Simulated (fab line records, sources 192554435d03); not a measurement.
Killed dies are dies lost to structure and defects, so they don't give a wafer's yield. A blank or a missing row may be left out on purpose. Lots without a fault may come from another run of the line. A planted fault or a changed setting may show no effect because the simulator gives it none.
A struck lot beside a sound one | flow n5_finfet | 35 steps out of a route of 1938
Sound: wafers L359.3, L359.4, L359.6. Struck: wafers L367.1, L367.4, L367.6. The cause comes at the end.
At each step with rows: each side's tool, then ch and its chambers, then its first start. Under that, the readings that differ: sound wafers | struck wafers | difference of the means | sigmas: that difference in standard deviations of wafers without a fault.
alike: readings whose means differ by less than 2 such deviations, and words and numbers that are the same on both sides. not compared: withheld readings, readings that some wafer has no value for, bounds like >300 that may hide the same value, and numbers for which the record gives no deviation and whose values overlap.
The two part at a step that has a row with sigmas, a row that says differs or no value, or rows on one side only. Numbers that don't overlap but have no deviation are shown without sigmas and don't part them. A reading that every wafer of one side lacks parts them only if that side has two wafers or more.

first, 2 steps without rows for these wafers: N5_BEOL_M4_ETCH_41 (etches SiCN in CH3F/O2, target depth 29.9 nm, time 52.5 s); N5_BEOL_M4_STRIP_97 (strips in N2/H2, time 10 s).
N5_BEOL_M4_OCD_MEAS_38:
  sound on ocd-02, day 9 20:52; struck on ocd-01, day 12 06:16
  alike: trench_depth_nm
then, 4 steps without rows for these wafers: N5_BEOL_M4_HM_STRIP_39 (strips TiN in peroxide tin strip, target depth 25 nm, time 158 s); N5_BEOL_M4_SRD_40 (time 30 s); N5_BEOL_M4_PRECLEAN_42 (cleans in residue remover, time 60 s); N5_BEOL_M4_SRD_43 (time 30 s).
N5_BEOL_M4_CD_MEAS_35: target cd 18 nm, target cd y 22.4 nm.
  sound on cd_sem-03, day 9 21:02; struck on cd_sem-03, day 12 06:25
  alike: cd_nm
then, 4 steps without rows for these wafers: N5_BEOL_M4_DEGAS_44 (time 60 s); N5_BEOL_M4_PRE_CLEAN_45 (time 30 s); N5_BEOL_M4_ALD_84 (deposits TaN, pulse time 2 s, purge time 3 s, co reactant purge time 2 s); N5_BEOL_M4_SURFACE_TREAT_85.
N5_BEOL_M4_CVD_47: deposits Co from CCTBA/H2, target thk 3 nm, time 223.8 s.
  sound on cvd_co-02 ch 1,2, day 9 21:41; struck on cvd_co-02 ch 0,1,2, day 12 07:15
  no value came back on the struck wafers for chamber_pressure_Torr (Torr), run_length_s (s); on the sound wafers chamber_pressure_Torr (Torr) reads 29.92 29.91 29.96
  not compared: since_wet_clean_h
then, 6 steps without rows for these wafers: N5_BEOL_M4_SPUTTER_48 (material Cu, target thk 4.5 nm, time 8.29 s); N5_BEOL_M4_ANNEAL_49 (time 240 s); N5_BEOL_M4_SPUTTER_79 (material Cu, target thk 4.5 nm, time 8.29 s); N5_BEOL_M4_ANNEAL_80 (time 240 s); N5_BEOL_M4_SPUTTER_81 (material Cu, target thk 4.5 nm, time 8.29 s); N5_BEOL_M4_ANNEAL_82 (time 240 s).
N5_BEOL_M4_SPUTTER_86: material Cu, target thk 4.5 nm, time 8.29 s.
  sound on pvd_sputter-03, day 9 22:33; struck on pvd_sputter-02, day 12 08:08
  alike: throttle_valve_pct
then, 1 step without rows for these wafers: N5_BEOL_M4_ANNEAL_87 (time 240 s).
N5_BEOL_M4_SPUTTER_88: material Cu, target thk 4.5 nm, time 8.29 s.
  sound on pvd_sputter-03, day 9 22:46; struck on pvd_sputter-02, day 12 08:21
  alike: throttle_valve_pct
N5_BEOL_M4_ANNEAL_89: time 240 s.
  sound on pvd_sputter-03, day 9 22:51; struck on pvd_sputter-02, day 12 08:26
  alike: heater_power_w
then, 5 steps without rows for these wafers: N5_BEOL_M4_SPUTTER_90 (material Cu, target thk 4.5 nm, time 8.29 s); N5_BEOL_M4_ANNEAL_91 (time 240 s); N5_BEOL_M4_SPUTTER_92 (material Cu, target thk 4.5 nm, time 8.29 s); N5_BEOL_M4_ANNEAL_93 (time 240 s); N5_BEOL_M4_SPUTTER_94 (material Cu, target thk 4.5 nm, time 8.29 s).
N5_BEOL_M4_ANNEAL_95: time 240 s.
  sound on pvd_sputter-03, day 9 23:31; struck on pvd_sputter-02, day 12 09:05
  alike: heater_power_w
then, 2 steps without rows for these wafers: N5_BEOL_M4_SPUTTER_96 (material Cu, target thk 4.5 nm, time 8.29 s); N5_BEOL_M4_ECD_50 (material Cu, target thk 300 nm).
N5_BEOL_M4_ANNEAL_51: time 90 s.
  sound on rtp_anneal-02 ch 0, day 9 23:56; struck on rtp_anneal-01 ch 0, day 12 09:26
  alike: wafer_temp_C_max
N5_BEOL_M4_CMP_52: polishes, stops on SiOC, t overpolish 6.8 s, target thk 40 nm.
  sound on cmp-03 ch 0,1,3, day 10 00:13; struck on cmp-04 ch 0,3, day 12 09:44
  reading                                | sound          | struck         | difference | sigmas
  barrier_field_endpoint_s (s)           | 24.3 25.8 25.5 | 21.6 22.6 22.3 | -3.0       | -5
  model.Cu_of_BEOL_M4_ECD_50.thk_nm (nm) | 40.2 39.4 40.2 | 43.6 43 43.6   | +3.5       |
  alike: motor_current_A
N5_BEOL_M4_RC_MEAS_101:
  the record has rows for the sound wafers here (prober-02 ch 0, day 10 01:04) and none for the struck ones
-- the record jumps here: 4 days lie between the struck wafers' starts before and after (it left off in module BEOL_M4 and takes up again in module PASSIVATION, whose first step shown is number 1936 of the route) --
N5_PASSIVATION_PROBE_49:
  sound on prober-01, day 14 06:28; struck on prober-01, day 16 18:00
  reading                  | sound          | struck         | difference | sigmas
  defect_limited_yield (%) | 92.9 92.3 93.8 | 0 0 0          | -93        | -62
  killed_at_M4_up          | 14 10 13       | 1098 1129 1104 | +1098      | +99 or more
  killed_dies              | 84 91 73       | 1180 1180 1180 | +1097      | +65
  killed_on_rim            | 7 16 4         | 152 152 152    | +143       | +40
  sort_bin_5_function (%)  | 4.7 4.0 3.6    | 88.1 90.2 89.9 | +85.3      | +94
  sort_bin_6_memory (%)    | 2.2 3.2 2.5    | 11.8 9.6 10.1  | +7.9       | +12
  sort_n_pass              | 1096 1089 1107 | 0 0 0          | -1097      | -65
  sort_yield_pct (%)       | 92.9 92.3 93.8 | 0 0 0          | -93        | -62
  alike: killed_at_M0_to_M3, killed_at_contacts, killed_at_front_end, killed_at_other, killed_open, killed_short

WHERE THEY PART
First at N5_BEOL_M4_CVD_47; last, within this record, at N5_PASSIVATION_PROBE_49.

WHY: what the simulator had put in
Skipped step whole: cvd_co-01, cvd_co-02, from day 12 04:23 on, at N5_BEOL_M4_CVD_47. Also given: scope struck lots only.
